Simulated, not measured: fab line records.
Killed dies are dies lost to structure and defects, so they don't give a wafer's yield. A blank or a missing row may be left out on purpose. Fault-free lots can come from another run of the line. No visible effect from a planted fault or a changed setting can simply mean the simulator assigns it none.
Chamber matching    flow n5Finfet    pecvd-01 running N5_BEOL_M0_SAQP_PECVD_96: 3 sister chambers
The step deposits a-Si from SiH4/He, target thk 45 nm, time 45.2 s. 16 wafers are shown with their chamber, then 8 later ones without.

== WAFERS WITH THEIR CHAMBER ==
wafer   chamber  throttleValvePct (%)  showerheadPlenumPTorr (Torr)  heaterPowerW (W)
L075.1  0        19.9                  5.79                          675
L075.2  2        18.7                  5.73                          584
L075.3  1        18.1                  5.70                          616
L078.1  0        19.9                  5.77                          682
L078.5  0        19.9                  5.78                          690
L078.6  1        18.4                  5.73                          636
L081.2  1        18.4                  5.73                          577
L081.3  0        19.7                  5.79                          729
L081.4  0        19.9                  5.78                          728
L083.1  2        18.9                  5.71                          579
L083.4  1        18.2                  5.71                          598
L083.5  0        19.9                  5.78                          637
L088.1  0        20.1                  5.80                          661
L088.4  0        19.9                  5.79                          700
L088.5  1        18.1                  5.73                          593
L092.2  0        19.7                  5.78                          686

SIGNATURES, as means of the wafers listed above
reading                chamber 0  chamber 1  chamber 2  scatter within a chamber
throttleValvePct       19.878     18.240     18.800     0.132
showerheadPlenumPTorr  5.7844     5.7200     5.7200     0.0112
heaterPowerW           687.56     604.00     581.50     26.4
Rule: for each reading, subtract the chamber's mean from the wafer's reading, divide by that reading's scatter and square the result; add these up over the readings and take the root, which gives the wafer's distance from the chamber. The wafer belongs to the nearest chamber; if the next one is less than 2 further off, it can't be placed. The scatter is the square root of a quotient: the sum, over the shown wafers, of each reading's squared deviation from its chamber's mean, divided by wafers minus chambers.

== WAFERS MISSING THEIR CHAMBER ==
wafer   throttleValvePct (%)  showerheadPlenumPTorr (Torr)  heaterPowerW (W)
L092.4  19.7                  5.77                          691
L092.5  19.2                  5.72                          576
L094.2  18.1                  5.72                          578
L094.4  18.2                  5.72                          563
L094.6  19.7                  5.79                          726
L096.1  19.2                  5.72                          514
L096.5  19.9                  5.80                          752
L096.6  19.0                  5.70                          543

== WHICH CHAMBER EACH WENT THROUGH ==
wafer   from the rows above  in truth
L092.4  0                    0
L092.5  2                    2
L094.2  1                    1
L094.4  1                    1
L094.6  0                    0
L096.1  2                    2
L096.5  0                    0
L096.6  2                    2
Placed correctly: 8 of 8. Can't be placed from these rows: 0. Wrongly placed: 0.
